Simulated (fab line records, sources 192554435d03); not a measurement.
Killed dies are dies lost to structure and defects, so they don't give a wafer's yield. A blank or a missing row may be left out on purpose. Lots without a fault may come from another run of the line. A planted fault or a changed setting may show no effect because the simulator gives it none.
One fault seen from 2 desks | flow n5_finfet | each desk has only its own numbers; what lay behind them comes last

THE TOOL OWNER'S DESK: rie_si-05
The tool's own readings at N5_DUMMY_GATE_TRIM_49 (chemistry O2, time 29 s, target cd 14 nm): means of the sampled wafers that have a number, for each lot that ran on this tool. A lot is out of limits, marked OUT, if its mean lies more than 4 standard deviations from the usual mean; the brackets give that distance.
Columns: A = drypump_motor_current_A at N5_DUMMY_GATE_TRIM_49, usual 5.8 A; B = oes_product_au at N5_DUMMY_GATE_TRIM_49, usual 0.988 a.u.; C = throttle_valve_pct at N5_DUMMY_GATE_TRIM_49, usual 8.22 %
lot  | first seen here | A   | B               | C
L469 | day 3 15:55     | 5.6 | 0.983           | 8.28
L472 | day 4 10:26     | 5.9 | 1.004           | 8.14
L478 | day 6 05:29     | 5.9 | 0.793 (-12) OUT | 8.26
L482 | day 7 00:33     | 6.2 | 0.795 (-12) OUT | 8.15
This desk's finding: out of limits on L478, L482; first on L478, day 6 05:29 (oes_product_au at N5_DUMMY_GATE_TRIM_49). In limits: L469, L472.

THE METROLOGY DESK
What the gauges read, lot by lot, whatever tool the lot ran on: means of the sampled wafers that have a number. A lot is out of limits, marked OUT, if its mean lies more than 4 standard deviations from the usual mean; the brackets give that distance. Of its 13 readings 7 are shown: the one that was out of limits first, and those that lie furthest out on some lot.
Columns: A = cd_nm at N5_DUMMY_GATE_CD_MEAS_50, usual 14.1 nm; B = cd_nm at N5_DUMMY_GATE_CD_MEAS_24, usual 15.0 nm; C = IOFF_N at N5_BEOL_M4_RC_MEAS_101, usual 0.159 nA/um; D = ION_N at N5_BEOL_M4_RC_MEAS_101, usual 670 uA/um; E = ION_P at N5_BEOL_M4_RC_MEAS_101, usual 459 uA/um; F = SS_N at N5_BEOL_M4_RC_MEAS_101, usual 71.5 mV/dec; G = VT_P at N5_BEOL_M4_RC_MEAS_101, usual -250 mV
lot  | first seen here | A               | B               | C     | D   | E   | F    | G
L469 | day 3 06:32     | 13.9            | 14.9            | 0.218 | 693 | 473 | 72.4 | -245
L472 | day 4 00:40     | 14.0            | 15.1            | 0.180 | 679 | 470 | 71.8 | -247
L478 | day 5 18:36     | 16.6 (+7.2) OUT | 17.6 (+8.2) OUT | 0.149 | 656 | 459 | 71.7 | -251
L479 | day 5 21:30     | 14.0            | 14.8            | 0.197 | 684 | 459 | 72.0 | -250
L482 | day 6 15:32     | 16.9 (+8.0) OUT | 18.4 (+11) OUT  | 0.137 | 670 | 464 | 70.4 | -250
L483 | day 6 19:42     | 14.2            | 15.0            | 0.149 | 664 | 456 | 71.9 | -253
L484 | day 7 01:33     | 14.3            | 14.9            | 0.177 | 677 | 468 | 71.8 | -245
L487 | day 7 19:04     | 13.9            | 14.9            | 0.152 | 666 | 450 | 71.8 | -258
This desk's finding: out of limits on L478, L482; first on L478, day 6 05:38 (cd_nm at N5_DUMMY_GATE_CD_MEAS_50). In limits: L469, L472, L479, L483, L484, L487.

PUT TOGETHER
The tool owner's desk could have raised an alarm at day 6 05:29, on L478, L482.
The metrology desk could have raised an alarm at day 6 05:38, on L478, L482.
Of the lots named, all ran N5_DUMMY_GATE_TRIM_49 on rie_si-05.

WHAT THE SIMULATOR HAD PUT IN
Process parameter drift: rie_si-05, from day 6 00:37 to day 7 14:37, at N5_DUMMY_GATE_TRIM_49. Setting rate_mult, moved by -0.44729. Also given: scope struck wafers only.
Lots struck among those shown: L478, L482.
Hours from the fault's start to each desk's first reading out of limits: the tool owner's desk, 5; the metrology desk, 5.
